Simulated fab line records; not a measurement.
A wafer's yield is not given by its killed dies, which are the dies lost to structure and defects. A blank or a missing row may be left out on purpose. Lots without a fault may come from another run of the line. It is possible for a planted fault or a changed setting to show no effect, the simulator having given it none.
fab line records	flow n5_finfet
record: lots: 24	wafers: 72	last_day: 20
route steps=1938 shown SD_EPI_P@304 SD_ACTIVATION@332 ILD0@340 SDB@357
lots untouched by any fault: they come from a run of this same line in which no faults occurred
start_h: hours from the record's first day to the start of the lot's first wafer shown	wait_h: time in hours since the lot's previous step	" repeats the value in the row above	L1.1+2: several wafers, shown together as one row	- value missing, or start not given	* or withheld: withheld	< > ~ a bound
route shown NAME@n: a module of which the file shows steps, and the number in the route of the first	usual: the fault-free wafers' mean and standard deviation	same: alike in all rows	chamber/n: place in a boat	sites: each site's reading	_std_site: their standard deviation	_edge_site: outer sites' mean less inner sites'	radius_mm: for every site, how far away it sits from the centre of the wafer	mask NAME#n: copy n	behind: the most recent tool/chamber to have shaped the wafer	hold: why the lot went on hold/how many hours it stayed there/how the hold came to an end	device: which transistor (n, p or np) failed to switch	end of line: the tests these same wafers got at the end of their route	a step given without rows: its recipe and nothing more	killed: count of dies lost to structure and defects at first sort (not the wafer's yield)	map: dies across one wafer; x = killed, . = not, _ = none there
set.NAME: the setting the step ran with; set.NAME@STEP: the setting that earlier step ran with	model.NAME: the simulator's own value behind a step, which no gauge read
route steps across a sampled set of lots; one table per step, one row per wafer
services: the hour from which a tool's chamber was out of use, counted from the record's first day as start_h (under 0 if before that day), plus the number of hours and why
== steps ==
step: N5_SD_EPI_P_OVL_MEAS_10
recipe: points_per_wafer: 44
usual: SD_P_BLK_OVL: -0.9/0.81
same: points_per_wafer: 44
lot.wafer	tool	chamber	start_h	wait_h	SD_P_BLK_OVL[nm]
L074.1	overlay-01	0	53.66	0.0	-1.1
L074.3	"	0	"	"	-2.1
L074.5	"	0	"	"	0.1
L075.1	overlay-01	0	61.55	0.0	-0.6
L075.5	"	0	"	"	-1.1
L075.6	"	0	"	"	0.7
L076.1	overlay-01	0	67.98	0.0	-1.4
L076.3	"	0	"	"	0.1
L076.4	"	0	"	"	-0.4
L077.2	overlay-02	0	72.98	0.0	-1.6
L077.5	"	0	"	"	-0.1
L077.6	"	0	"	"	-0.2
L078.2	overlay-02	0	77.73	0.0	0.6
L078.3	"	0	"	"	-0.5
L078.6	"	0	"	"	0.4
L079.1	overlay-02	0	83.14	0.0	-2.2
L079.5	"	0	"	"	-1.7
L079.6	"	0	"	"	-2.7
L081.4	overlay-01	0	104.45	0.0	-0.9
L081.5	"	0	"	"	-1.5
L081.6	"	0	"	"	-1.8
L080.1	overlay-02	0	105.83	0.0	-1.3
L080.4	"	0	"	"	-0.6
L080.6	"	0	"	"	0.7
L082.2	overlay-01	0	106.04	0.0	-0.6
L082.3	"	0	"	"	-0.7
L082.6	"	0	"	"	0.0
L083.1	overlay-02	0	111.38	0.0	-1.1
L083.4	"	0	"	"	-0.7
L083.5	"	0	"	"	-1.0
L084.1	overlay-01	0	115.09	0.0	-2.4
L084.3	"	0	"	"	-1.5
L084.5	"	0	"	"	-1.2
L085.4	overlay-01	0	122.59	0.0	-0.1
L085.5	"	0	"	"	-0.9
L085.6	"	0	"	"	-0.1
L086.3	overlay-01	0	126.65	0.0	-0.1
L086.4	"	0	"	"	-1.0
L086.5	"	0	"	"	-1.1
L087.2	overlay-01	0	132.43	0.0	-0.9
L087.4	"	0	"	"	-0.8
L087.6	"	0	"	"	-0.5
L088.3	overlay-02	0	136.62	0.0	-1.4
L088.5	"	0	"	"	-0.4
L088.6	"	0	"	"	-1.3
L089.2	overlay-02	0	143.24	0.0	-0.4
L089.3	"	0	"	"	-2.0
L089.5	"	0	"	"	-1.7
L090.1	overlay-01	0	150.09	0.0	-1.0
L090.4	"	0	"	"	-0.9
L090.6	"	0	"	"	-1.2
L091.1	overlay-02	0	155.95	0.0	-2.5
L091.2	"	0	"	"	-1.9
L091.6	"	0	"	"	-2.7
L092.3	overlay-01	0	161.06	0.0	-1.5
L092.5	"	0	"	"	-1.7
L092.6	"	0	"	"	-0.8
L093.1	overlay-02	0	169.55	0.0	-1.5
L093.2	"	0	"	"	-0.6
L093.4	"	0	"	"	-1.3
L094.2	overlay-02	0	176.22	0.0	-0.8
L094.3	"	0	"	"	-1.2
L094.6	"	0	"	"	-0.2
L095.2	overlay-01	0	178.32	0.0	-1.0
L095.5	"	0	"	"	-1.2
L095.6	"	0	"	"	-0.8
L096.1	overlay-01	0	186.17	0.0	-0.5
L096.2	"	0	"	"	-1.2
L096.4	"	0	"	"	-0.8
L097.2	overlay-01	0	194.12	0.0	-1.1
L097.3	"	0	"	"	-0.8
L097.5	"	0	"	"	-1.1
step: N5_SD_EPI_P_ETCH_37
recipe: chemistry: N2/H2	target: SOC	overetch_a: 1080	mask_material: SiARC	temp_c: 40	ion_energy_ev: 100	source_w: 3000	bias_w: 133	pressure_mtorr: 20	time_s: 486	n2_flow_sccm: 200	h2_flow_sccm: 200	ends: end_point
usual: drypump_motor_current_A: 5.7/0.35	oes_product_au: 0.68/0.063	rf_fwd_power_W: 2996/8.6	rf_vpp_V: 240.3/1.6	showerhead_plenum_p_Torr: 2.51/0.1	throttle_valve_pct: 24.0/0.36
lot.wafer	tool	chamber	start_h	wait_h	drypump_motor_current_A	oes_product_au	rf_fwd_power_W	rf_hours_counter_h	rf_vpp_V	showerhead_plenum_p_Torr	throttle_valve_pct
L074.1	rie_diel-02	3	54.26	0.0	5.1	0.75	3014	76	239.9	2.36	23.5
L074.3	"	1	"	"	5.8	0.61	3008	231	242.9	2.61	24.2
L074.5	"	3	"	"	5.1	0.74	2990	-	237.8	2.36	23.5
L075.1	rie_diel-06	1	61.70	0.0	5.6	0.61	2995	239	241.5	2.50	24.3
L075.5	"	2	"	"	6.1	0.64	3004	-	238.9	2.42	23.8
L075.6	"	1	"	"	5.6	0.60	2994	-	239.3	2.50	24.3
L076.1	rie_diel-02	2	68.13	0.0	6.1	0.71	2977	115	242.5	2.67	23.6
L076.3	"	1	"	"	5.8	0.62	2990	233	241.4	2.61	24.2
L076.4	"	3	"	"	5.2	0.74	3022	79	239.6	2.36	23.5
L077.2	rie_diel-02	1	73.13	0.0	5.8	0.61	2999	235	241.5	2.61	24.2
L077.5	"	1	"	"	5.8	0.62	2999	-	242.7	2.61	24.2
L077.6	"	2	"	"	6.1	0.70	3006	-	243.1	2.66	23.6
L078.2	rie_diel-06	3	77.87	0.0	5.7	0.64	2990	191	241.1	2.52	24.3
L078.3	"	1	"	"	5.6	0.61	2995	245	239.0	2.50	24.3
L078.6	"	2	"	"	6.0	0.64	3002	-	239.8	2.42	23.8
L079.1	rie_diel-02	1	83.29	0.0	5.8	0.62	2986	237	242.6	2.61	24.2
L079.5	"	3	"	"	5.2	0.74	2987	-	238.0	2.36	23.5
L079.6	"	2	"	"	6.1	0.71	2990	-	241.6	2.66	23.6
L081.4	rie_diel-02	3	104.59	0.0	5.2	0.73	2995	89	239.0	2.35	23.6
L081.5	"	1	"	"	5.8	0.61	3004	-	242.3	2.61	24.2
L081.6	"	0	"	"	5.1	0.69	2987	-	242.0	2.64	23.4
L080.1	rie_diel-05	2	105.98	0.0	5.2	0.69	2988	125	238.3	2.45	24.6
L080.4	"	1	"	"	5.4	0.68	3002	129	240.8	2.55	23.6
L080.6	"	1	"	"	5.4	0.68	2994	-	241.0	2.55	23.6
L082.2	rie_diel-06	0	106.19	0.0	5.9	0.67	2985	170	239.0	2.43	24.2
L082.3	"	2	"	"	6.1	0.63	2994	203	238.6	2.41	23.8
L082.6	"	3	"	"	5.7	0.63	2999	-	239.3	2.51	24.3
L083.1	rie_diel-06	3	111.64	0.0	5.7	0.63	2991	200	240.1	2.51	24.3
L083.4	"	2	"	"	6.1	0.63	2999	-	238.0	2.41	23.8
L083.5	"	3	"	"	5.7	0.63	2986	-	241.7	2.51	24.3
L084.1	rie_diel-02	3	115.24	0.0	5.2	0.72	3010	92	238.2	2.35	23.6
L084.3	"	0	"	"	5.1	0.69	2993	161	241.7	2.64	23.4
L084.5	"	1	"	"	5.8	0.62	2997	-	243.4	2.61	24.2
L085.4	rie_diel-06	3	122.89	0.2	5.7	0.63	3000	-	240.9	2.51	24.3
L085.5	"	0	"	"	5.9	0.67	2991	-	237.5	2.43	24.2
L085.6	"	2	"	"	6.1	0.63	3010	-	238.9	2.41	23.8
L086.3	rie_diel-05	3	126.79	0.0	5.7	0.63	3007	227	241.0	2.61	24.3
L086.4	"	0	"	"	5.9	0.61	3001	236	241.1	2.51	24.3
L086.5	"	3	"	"	5.7	0.64	2994	-	240.2	2.61	24.3
L087.2	rie_diel-06	2	132.57	0.0	6.1	0.62	2995	211	240.0	2.41	23.8
L087.4	"	0	"	"	5.9	0.67	3007	177	240.4	2.43	24.2
L087.6	"	1	"	"	5.6	0.87	3015	-	239.8	2.50	24.0
L088.3	rie_diel-06	0	136.77	0.0	5.9	0.66	3005	178	239.4	2.43	24.2
L088.5	"	0	"	"	5.9	0.66	2999	-	239.3	2.43	24.2
L088.6	"	1	"	"	5.6	0.87	3003	-	239.3	2.49	24.0
L089.2	rie_diel-02	0	143.39	0.0	5.1	0.68	3005	167	241.6	2.64	23.4
L089.3	"	3	"	"	5.1	0.72	2991	98	237.9	2.35	23.6
L089.5	"	3	"	"	5.2	0.73	2988	-	237.5	2.35	23.6
L090.1	rie_diel-06	0	150.23	0.0	5.9	0.67	3011	181	239.3	2.43	24.2
L090.4	"	2	"	"	6.1	0.63	2999	213	239.2	2.41	23.8
L090.6	"	1	"	"	5.6	0.86	2998	-	240.3	2.49	24.0
L091.1	rie_diel-02	2	156.10	0.0	6.1	0.69	2990	138	242.7	2.65	23.6
L091.2	"	3	"	"	5.1	0.71	2986	102	238.9	2.35	23.5
L091.6	"	3	"	"	5.2	0.72	3004	-	238.8	2.35	23.6
L092.3	rie_diel-05	1	161.21	0.0	5.4	0.67	2995	143	239.3	2.54	23.6
L092.5	"	1	"	"	5.4	0.67	2987	-	240.3	2.54	23.6
L092.6	"	2	"	"	5.2	0.68	2991	-	239.1	2.45	24.6
L093.1	rie_diel-02	1	169.70	0.0	5.9	0.87	2995	3	240.6	2.60	23.9
L093.2	"	3	"	"	5.2	0.71	3001	105	237.4	2.35	23.6
L093.4	"	2	"	"	6.1	0.68	2979	-	243.9	2.65	23.6
L094.2	rie_diel-06	3	176.37	0.0	5.7	0.63	3004	215	239.2	2.50	24.3
L094.3	"	1	"	"	5.6	0.84	2991	11	238.0	2.49	24.1
L094.6	"	1	"	"	5.6	0.83	2994	-	240.7	2.49	24.1
L095.2	rie_diel-05	1	178.47	0.0	5.4	0.67	2985	148	239.6	2.54	23.6
L095.5	"	2	"	"	5.2	0.68	2985	-	239.2	2.45	24.6
L095.6	"	3	"	"	5.7	0.61	2995	-	242.0	2.61	24.3
L096.1	rie_diel-05	2	186.32	0.0	5.2	0.68	3008	146	238.6	2.45	24.7
L096.2	"	3	"	"	5.7	0.62	3006	243	241.2	2.61	24.3
L096.4	"	3	"	"	5.7	0.63	3010	-	241.1	2.61	24.3
L097.2	rie_diel-06	3	194.27	0.0	5.7	0.62	2990	220	241.5	2.50	24.3
L097.3	"	0	"	"	5.9	0.65	2993	192	238.8	2.42	24.2
L097.5	"	2	"	"	6.1	0.61	2991	-	238.8	2.41	23.8
step: N5_SD_EPI_P_ETCHBACK_46
recipe: chemistry: CH3F/O2	mode: anisotropic_etchback	target: SiNx	target_depth_a: 175	stop_on: SiO2	over_etch_frac: 0.3	ion_energy_ev: 120	pressure_mtorr: 30	source_w: 395	bias_w: 73	Ar_flow_sccm: 150	CH3F_flow_sccm: 30	O2_flow_sccm: 20
usual: drypump_motor_current_A: 5.7/0.35	mfc_ar_sccm: 150.0/0.44	oes_product_au: 0.65/0.059	rf_fwd_power_W: 393.0/1.4	rf_vpp_V: 298/3.6	showerhead_plenum_p_Torr: 1.98/0.08	throttle_valve_pct: 16.43/0.27
lot.wafer	tool	chamber	start_h	wait_h	drypump_motor_current_A	mfc_ar_sccm	oes_product_au	rf_fwd_power_W	rf_hours_counter_h	rf_vpp_V	showerhead_plenum_p_Torr	throttle_valve_pct
L074.1	rie_diel-02	3	54.59	0.0	5.2	149.6	0.72	391.6	76	294	1.86	16.25
L074.3	"	1	"	"	5.8	150.5	0.59	393.9	231	297	2.06	16.55
L074.5	"	3	"	"	5.2	149.7	0.71	391.2	-	294	1.86	16.24
L075.1	rie_diel-06	1	62.03	0.0	5.6	150.6	0.59	393.9	240	292	1.97	16.72
L075.5	"	2	"	"	6.1	150.3	0.61	395.3	-	295	1.90	16.28
L075.6	"	1	"	"	5.6	149.7	0.58	394.5	-	295	1.97	16.73
L076.1	rie_diel-02	2	68.45	0.0	6.1	150.3	0.67	392.8	115	302	2.10	16.00
L076.3	"	1	"	"	5.8	149.4	0.59	392.8	233	298	2.06	16.57
L076.4	"	3	"	"	5.2	149.9	0.70	390.3	79	291	1.86	16.24
L077.2	rie_diel-02	1	73.46	0.0	5.8	150.0	0.59	394.9	235	298	2.06	16.58
L077.5	"	1	"	"	5.8	149.8	0.59	393.4	-	299	2.06	16.58
L077.6	"	2	"	"	6.1	150.0	0.67	390.8	-	303	2.10	16.00
L078.2	rie_diel-06	3	78.20	0.0	5.7	149.3	0.61	393.7	191	299	1.99	16.81
L078.3	"	1	"	"	5.6	150.5	0.58	392.6	245	295	1.97	16.73
L078.6	"	2	"	"	6.1	150.9	0.61	391.6	-	294	1.90	16.28
L079.1	rie_diel-02	1	83.62	0.0	5.8	149.3	0.58	393.3	237	299	2.06	16.58
L079.5	"	3	"	"	5.1	150.3	0.71	392.9	-	294	1.86	16.26
L079.6	"	2	"	"	6.1	149.4	0.67	391.5	-	303	2.10	16.00
L081.4	rie_diel-02	3	104.92	0.0	5.2	149.8	0.69	390.8	89	293	1.86	16.26
L081.5	"	1	"	"	5.8	149.9	0.59	393.6	-	299	2.06	16.60
L081.6	"	0	"	"	5.1	150.0	0.65	391.5	-	303	2.09	16.17
L080.1	rie_diel-05	2	106.30	0.0	5.2	150.3	0.66	392.7	125	295	1.92	16.76
L080.4	"	1	"	"	5.4	148.9	0.64	392.7	129	293	2.00	16.18
L080.6	"	1	"	"	5.3	149.2	0.65	393.3	-	294	2.00	16.19
L082.2	rie_diel-06	0	106.51	0.0	5.9	149.6	0.63	392.1	170	297	1.91	16.53
L082.3	"	2	"	"	6.1	149.7	0.60	395.7	203	296	1.90	16.30
L082.6	"	3	"	"	5.7	149.5	0.61	392.9	-	300	1.98	16.80
L083.1	rie_diel-06	3	111.97	0.0	5.7	149.0	0.61	393.9	200	300	1.98	16.81
L083.4	"	2	"	"	6.1	150.6	0.60	395.7	-	297	1.90	16.30
L083.5	"	3	"	"	5.7	149.9	0.61	393.6	-	298	1.98	16.82
L084.1	rie_diel-02	3	115.56	0.0	5.2	150.6	0.70	391.9	92	293	1.86	16.28
L084.3	"	0	"	"	5.1	150.5	0.65	392.8	161	302	2.09	16.16
L084.5	"	1	"	"	5.8	149.7	0.58	393.3	-	298	2.06	16.59
L085.4	rie_diel-06	3	123.11	0.1	5.7	150.1	0.60	392.4	-	299	1.98	16.83
L085.5	"	0	"	"	5.9	149.2	0.63	392.7	-	297	1.91	16.52
L085.6	"	2	"	"	6.1	150.4	0.60	393.7	-	296	1.90	16.28
L086.3	rie_diel-05	3	127.12	0.0	5.7	150.3	0.60	394.1	227	298	2.06	16.78
L086.4	"	0	"	"	5.9	151.2	0.59	393.3	236	303	1.98	16.76
L086.5	"	3	"	"	5.7	150.2	0.60	391.2	-	300	2.06	16.79
L087.2	rie_diel-06	2	132.90	0.0	6.1	149.8	0.60	393.8	211	295	1.90	16.30
L087.4	"	0	"	"	5.9	150.3	0.63	390.9	177	296	1.91	16.53
L087.6	"	1	"	"	5.6	149.8	0.83	393.6	-	292	1.97	16.29
L088.3	rie_diel-06	0	137.10	0.0	5.9	150.1	0.63	393.0	178	299	1.91	16.52
L088.5	"	0	"	"	5.9	149.9	0.64	393.6	-	296	1.91	16.53
L088.6	"	1	"	"	5.6	150.3	0.82	393.4	-	292	1.96	16.30
L089.2	rie_diel-02	0	143.72	0.0	5.1	150.2	0.65	392.8	168	302	2.08	16.17
L089.3	"	3	"	"	5.2	150.7	0.69	392.4	98	292	1.85	16.29
L089.5	"	3	"	"	5.1	150.1	0.69	392.7	-	292	1.85	16.30
L090.1	rie_diel-06	0	150.56	0.0	5.9	149.9	0.63	390.6	181	297	1.91	16.53
L090.4	"	2	"	"	6.1	149.8	0.60	392.1	213	296	1.90	16.32
L090.6	"	1	"	"	5.6	149.7	0.82	394.5	-	293	1.96	16.30
L091.1	rie_diel-02	2	156.42	0.0	6.1	150.1	0.66	391.3	139	302	2.09	16.04
L091.2	"	3	"	"	5.2	149.2	0.69	389.3	102	293	1.85	16.29
L091.6	"	3	"	"	5.1	149.4	0.69	389.6	-	293	1.85	16.29
L092.3	rie_diel-05	1	161.53	0.0	5.3	150.2	0.64	393.6	143	293	1.99	16.22
L092.5	"	1	"	"	5.4	149.9	0.64	392.3	-	295	1.99	16.22
L092.6	"	2	"	"	5.2	149.3	0.65	394.2	-	294	1.92	16.78
L093.1	rie_diel-02	1	170.02	0.0	5.8	150.5	0.83	396.1	3	297	2.05	16.13
L093.2	"	3	"	"	5.2	149.4	0.68	391.1	105	294	1.85	16.29
L093.4	"	2	"	"	6.1	150.8	0.66	392.1	-	304	2.09	16.04
L094.2	rie_diel-06	3	176.70	0.0	5.7	150.3	0.60	396.2	215	297	1.98	16.84
L094.3	"	1	"	"	5.6	150.3	0.79	394.2	11	293	1.96	16.30
L094.6	"	1	"	"	5.6	149.9	0.79	394.3	-	293	1.96	16.30
L095.2	rie_diel-05	1	178.80	0.0	5.4	150.0	0.64	394.1	148	293	1.99	16.24
L095.5	"	2	"	"	5.2	149.5	0.65	390.4	-	294	1.92	16.80
L095.6	"	3	"	"	5.7	149.8	0.60	395.3	-	298	2.06	16.82
L096.1	rie_diel-05	2	186.65	0.0	5.2	150.1	0.65	393.0	146	293	1.92	16.79
L096.2	"	3	"	"	5.7	149.9	0.60	395.5	243	299	2.05	16.82
L096.4	"	3	"	"	5.7	149.9	0.60	395.7	-	298	2.05	16.83
L097.2	rie_diel-06	3	194.60	0.0	5.7	150.0	0.60	392.6	220	298	1.98	16.87
L097.3	"	0	"	"	5.9	150.0	0.63	392.6	192	298	1.91	16.56
L097.5	"	2	"	"	6.1	149.7	0.59	394.1	-	297	1.89	16.33
step: N5_SD_ACTIVATION_RS_MEAS_03
recipe: thk_meas_gauge: four-point-probe
usual: RS_SD_N: 21.94/0.24	RS_SD_P: 56.1/0.78
lot.wafer	tool	chamber	start_h	wait_h	RS_SD_N[ohm/sq]	RS_SD_P[ohm/sq]
L074.1	film_metro-01	-	58.43	0.2	21.65	55.9
L074.3	"	-	"	"	21.98	54.6
L074.5	"	-	"	"	22.01	54.9
L075.1	film_metro-01	-	66.20	0.2	22.16	55.0
L075.5	"	-	"	"	21.84	55.9
L075.6	"	-	"	"	22.19	55.6
L076.1	film_metro-01	-	72.36	0.2	21.34	55.9
L076.3	"	-	"	"	21.55	56.4
L076.4	"	-	"	"	21.65	55.8
L077.2	film_metro-02	-	77.21	0.2	21.86	56.1
L077.5	"	-	"	"	22.33	56.0
L077.6	"	-	"	"	22.23	56.2
L078.2	film_metro-01	-	82.24	0.2	21.83	56.5
L078.3	"	-	"	"	21.70	56.6
L078.6	"	-	"	"	22.12	56.2
L079.1	film_metro-02	-	88.19	0.2	21.73	57.0
L079.5	"	-	"	"	22.03	55.9
L079.6	"	-	"	"	21.96	55.6
L081.4	film_metro-02	-	108.71	0.1	21.77	55.4
L081.5	"	-	"	"	21.97	55.8
L081.6	"	-	"	"	22.26	55.9
L080.1	film_metro-01	-	110.87	0.2	21.90	58.0
L080.4	"	-	"	"	22.13	58.1
L080.6	"	-	"	"	21.84	58.3
L082.2	film_metro-02	-	111.12	0.2	21.90	55.6
L082.3	"	-	"	"	21.58	55.7
L082.6	"	-	"	"	22.13	56.3
L083.1	film_metro-02	-	116.55	0.2	22.30	55.2
L083.4	"	-	"	"	22.69	56.2
L083.5	"	-	"	"	22.18	56.9
L084.1	film_metro-01	-	119.33	0.2	22.28	56.9
L084.3	"	-	"	"	22.26	57.3
L084.5	"	-	"	"	22.24	55.8
L085.4	film_metro-02	-	127.71	0.2	21.64	56.2
L085.5	"	-	"	"	22.06	55.8
L085.6	"	-	"	"	21.87	55.8
L086.3	film_metro-02	-	130.89	0.2	22.00	57.6
L086.4	"	-	"	"	21.76	57.2
L086.5	"	-	"	"	21.87	56.6
L087.2	film_metro-01	-	136.66	0.2	21.78	55.4
L087.4	"	-	"	"	21.97	55.4
L087.6	"	-	"	"	21.56	57.2
L088.3	film_metro-01	-	140.89	0.2	21.74	55.1
L088.5	"	-	"	"	21.93	54.8
L088.6	"	-	"	"	21.69	55.1
L089.2	film_metro-01	-	148.31	0.2	21.64	54.8
L089.3	"	-	"	"	21.85	55.9
L089.5	"	-	"	"	21.80	55.4
L090.1	film_metro-02	-	155.01	0.2	22.14	56.7
L090.4	"	-	"	"	21.92	55.3
L090.6	"	-	"	"	21.80	56.2
L091.1	film_metro-01	-	161.23	0.2	21.69	55.2
L091.2	"	-	"	"	21.81	55.6
L091.6	"	-	"	"	21.98	55.3
L092.3	film_metro-01	-	165.51	0.2	22.03	55.8
L092.5	"	-	"	"	21.70	55.2
L092.6	"	-	"	"	21.79	55.2
L093.1	film_metro-01	-	173.77	0.2	22.12	56.3
L093.2	"	-	"	"	21.81	57.6
L093.4	"	-	"	"	21.96	57.4
L094.2	film_metro-02	-	181.66	0.2	21.75	56.6
L094.3	"	-	"	"	21.93	55.4
L094.6	"	-	"	"	21.78	55.8
L095.2	film_metro-01	-	182.55	0.2	22.19	56.7
L095.5	"	-	"	"	22.06	56.6
L095.6	"	-	"	"	22.04	56.9
L096.1	film_metro-01	-	191.28	0.2	21.92	56.2
L096.2	"	-	"	"	22.07	56.2
L096.4	"	-	"	"	22.46	54.8
L097.2	film_metro-01	-	198.38	0.2	21.96	56.9
L097.3	"	-	"	"	21.88	57.0
L097.5	"	-	"	"	21.90	56.7
step: N5_ILD0_CMP_07
recipe: stop_on: poly-Si	material: SiO2_flowable	t_overpolish_s: 1.18	post_cmp_clean: alkaline_brush	down_force_psi: 4.1491	platen_rpm: 51.796	pad_velocity_m_s: 1.0306	target_thk_nm: 138.88
usual: motor_current_A: 12.8/1.2	platen_rpm: 51.79/0.037
lot.wafer	tool	chamber	start_h	wait_h	motor_current_A	platen_rpm
L074.1	cmp-02	1	61.57	0.1	12.7	51.79
L074.3	"	2	"	"	14.1	51.78
L074.5	"	3	"	"	11.2	51.76
L075.1	cmp-02	2	69.37	0.1	13.7	51.79
L075.5	"	3	"	"	10.9	51.80
L075.6	"	0	"	"	13.2	51.80
L076.4	cmp-01	0	75.76	0.0	12.0	51.84
L076.1	"	1	"	"	14.1	51.80
L076.3	"	3	"	"	13.3	51.78
L077.2	cmp-02	3	80.41	0.1	11.2	51.74
L077.6	"	0	"	"	13.0	51.81
L077.5	"	1	"	"	12.3	51.74
L078.3	cmp-01	2	85.51	0.0	11.4	51.76
L078.2	"	1	"	"	14.6	51.69
L078.6	"	2	"	"	11.7	51.79
L079.1	cmp-01	3	91.48	0.1	13.8	51.78
L079.5	"	1	"	"	14.2	51.81
L079.6	"	2	"	"	11.2	51.81
L081.4	cmp-02	0	111.91	0.0	12.8	51.80
L081.6	"	0	"	"	13.5	51.83
L081.5	"	1	"	"	12.6	51.74
L080.4	cmp-01	0	114.20	0.1	11.6	51.84
L080.1	"	3	"	"	14.0	51.77
L080.6	"	0	"	"	12.1	51.77
L082.2	cmp-02	1	114.31	0.0	12.7	51.86
L082.3	"	2	"	"	14.7	51.71
L082.6	"	2	"	"	13.8	51.77
L083.4	cmp-01	3	119.60	0.0	14.0	51.78
L083.1	"	2	"	"	11.4	51.85
L083.5	"	3	"	"	14.0	51.84
L084.1	cmp-01	1	122.58	0.1	14.9	51.75
L084.3	"	0	"	"	12.5	51.80
L084.5	"	1	"	"	14.7	51.83
L085.4	cmp-01	3	131.01	0.2	13.0	51.79
L085.5	"	0	"	"	12.0	51.76
L085.6	"	1	"	"	14.5	51.76
L086.3	cmp-02	3	133.94	0.1	11.8	51.81
L086.4	"	1	"	"	11.9	51.81
L086.5	"	3	"	"	11.2	51.70
L087.2	cmp-01	3	139.85	0.1	13.4	51.80
L087.4	"	0	"	"	12.4	51.74
L087.6	"	2	"	"	11.6	51.78
L088.3	cmp-04	1	143.91	0.0	11.8	51.82
L088.5	"	1	"	"	11.0	51.86
L088.6	"	2	"	"	11.6	51.82
L089.3	cmp-01	0	151.34	0.0	11.9	51.78
L089.2	"	2	"	"	11.5	51.79
L089.5	"	1	"	"	14.3	51.86
L090.1	cmp-02	3	158.19	0.2	11.4	51.80
L090.4	"	0	"	"	13.1	51.80
L090.6	"	3	"	"	11.5	51.81
L091.1	cmp-02	0	164.35	0.0	12.6	51.83
L091.2	"	2	"	"	13.7	51.82
L091.6	"	1	"	"	12.8	51.74
L092.3	cmp-02	3	168.73	0.1	10.9	51.79
L092.6	"	0	"	"	13.4	51.81
L092.5	"	1	"	"	12.7	51.86
L093.1	cmp-04	3	176.85	0.1	13.0	51.84
L093.4	"	0	"	"	11.3	51.88
L093.2	"	1	"	"	10.9	51.73
L094.2	cmp-01	3	184.68	0.0	13.1	51.78
L094.3	"	1	"	"	14.7	51.78
L094.6	"	3	"	"	13.2	51.77
L095.2	cmp-01	3	185.89	0.1	14.0	51.85
L095.6	"	0	"	"	12.0	51.78
L095.5	"	1	"	"	14.6	51.73
L096.2	cmp-02	0	194.68	0.0	13.2	51.84
L096.4	"	2	"	"	14.3	51.80
L096.1	"	3	"	"	11.6	51.83
L097.2	cmp-02	3	201.80	0.1	11.7	51.81
L097.3	"	1	"	"	12.7	51.82
L097.5	"	2	"	"	14.6	51.76
step: N5_SDB_OVL_MEAS_12
recipe: points_per_wafer: 44
usual: SDB_OVL: 0.5/0.62
same: points_per_wafer: 44
lot.wafer	tool	chamber	start_h	wait_h	SDB_OVL[nm]
L074.1	overlay-01	0	65.42	0.0	-0.2
L074.3	"	0	"	"	-0.7
L074.5	"	0	"	"	0.4
L075.1	overlay-01	0	73.31	0.0	0.0
L075.5	"	0	"	"	0.3
L075.6	"	0	"	"	-0.1
L076.1	overlay-02	0	79.84	0.0	0.4
L076.3	"	0	"	"	-0.2
L076.4	"	0	"	"	0.7
L077.2	overlay-02	0	84.35	0.0	1.6
L077.5	"	0	"	"	0.9
L077.6	"	0	"	"	0.7
L078.2	overlay-02	0	89.50	0.0	0.1
L078.3	"	0	"	"	0.5
L078.6	"	0	"	"	0.3
L079.1	overlay-01	0	95.33	0.0	0.7
L079.5	"	0	"	"	1.2
L079.6	"	0	"	"	1.4
L081.4	overlay-02	0	115.86	0.0	-0.1
L081.5	"	0	"	"	1.2
L081.6	"	0	"	"	0.0
L080.1	overlay-02	0	118.13	0.0	0.0
L080.4	"	0	"	"	0.2
L080.6	"	0	"	"	-0.2
L082.2	overlay-01	0	118.40	0.0	0.3
L082.3	"	0	"	"	0.4
L082.6	"	0	"	"	0.5
L083.1	overlay-01	0	123.73	0.0	0.6
L083.4	"	0	"	"	1.1
L083.5	"	0	"	"	0.9
L084.1	overlay-01	0	126.51	0.0	1.0
L084.3	"	0	"	"	0.6
L084.5	"	0	"	"	-0.1
L085.4	overlay-02	0	135.01	0.0	1.4
L085.5	"	0	"	"	2.1
L085.6	"	0	"	"	0.0
L086.3	overlay-01	0	137.83	0.0	0.6
L086.4	"	0	"	"	0.6
L086.5	"	0	"	"	0.4
L087.2	overlay-01	0	144.51	0.0	-0.1
L087.4	"	0	"	"	-0.4
L087.6	"	0	"	"	-0.9
L088.3	overlay-02	0	148.69	0.0	-0.4
L088.5	"	0	"	"	0.0
L088.6	"	0	"	"	0.0
L089.2	overlay-01	0	155.93	0.0	0.9
L089.3	"	0	"	"	1.1
L089.5	"	0	"	"	1.4
L090.1	overlay-01	0	162.37	0.0	0.7
L090.4	"	0	"	"	-0.6
L090.6	"	0	"	"	0.2
L091.1	overlay-01	0	168.74	0.0	0.6
L091.2	"	0	"	"	0.5
L091.6	"	0	"	"	0.8
L092.3	overlay-01	0	172.67	0.0	0.2
L092.5	"	0	"	"	1.1
L092.6	"	0	"	"	0.6
L093.1	overlay-01	0	180.90	0.0	1.3
L093.2	"	0	"	"	0.8
L093.4	"	0	"	"	0.0
L094.2	overlay-02	0	188.90	0.0	0.3
L094.3	"	0	"	"	0.7
L094.6	"	0	"	"	0.6
L095.2	overlay-01	0	189.97	0.0	0.9
L095.5	"	0	"	"	0.0
L095.6	"	0	"	"	0.8
L096.1	overlay-01	0	198.74	0.0	0.2
L096.2	"	0	"	"	0.2
L096.4	"	0	"	"	0.7
L097.2	overlay-01	0	205.81	0.0	1.0
L097.3	"	0	"	"	2.1
L097.5	"	0	"	"	1.0
== services ==
tool	chamber	start_h	hours	kind
rie_diel-02	2	31.44	3.6	repair
rie_diel-06	3	33.70	42.8	repair
rie_diel-05	3	37.62	1.9	repair
cmp-01	-	39.49	1.8	repair
cmp-01	-	52.86	0.6	repair
cmp-02	-	53.90	1.9	repair
rie_diel-05	1	55.03	3.1	repair
rie_diel-05	3	55.79	35.7	repair
cmp-04	-	79.53	0.5	repair
cmp-04	-	92.06	1.0	repair
cmp-01	-	100.29	8.0	pm
cmp-04	-	111.35	20.6	pm
rie_diel-06	1	114.94	7.7	repair
rie_diel-06	1	125.01	2.9	repair
cmp-02	-	127.87	1.8	repair
cmp-02	-	134.36	0.4	repair
rie_diel-05	3	137.84	4.4	repair
cmp-02	-	139.71	4.4	repair
cmp-04	-	157.47	4.9	pm
cmp-04	-	163.90	4.0	pm
rie_diel-02	0	167.44	8.3	repair
rie_diel-05	-	180.15	0.6	repair
cmp-02	-	185.11	1.3	repair
cmp-04	-	193.41	0.9	repair
== key ==
fault none
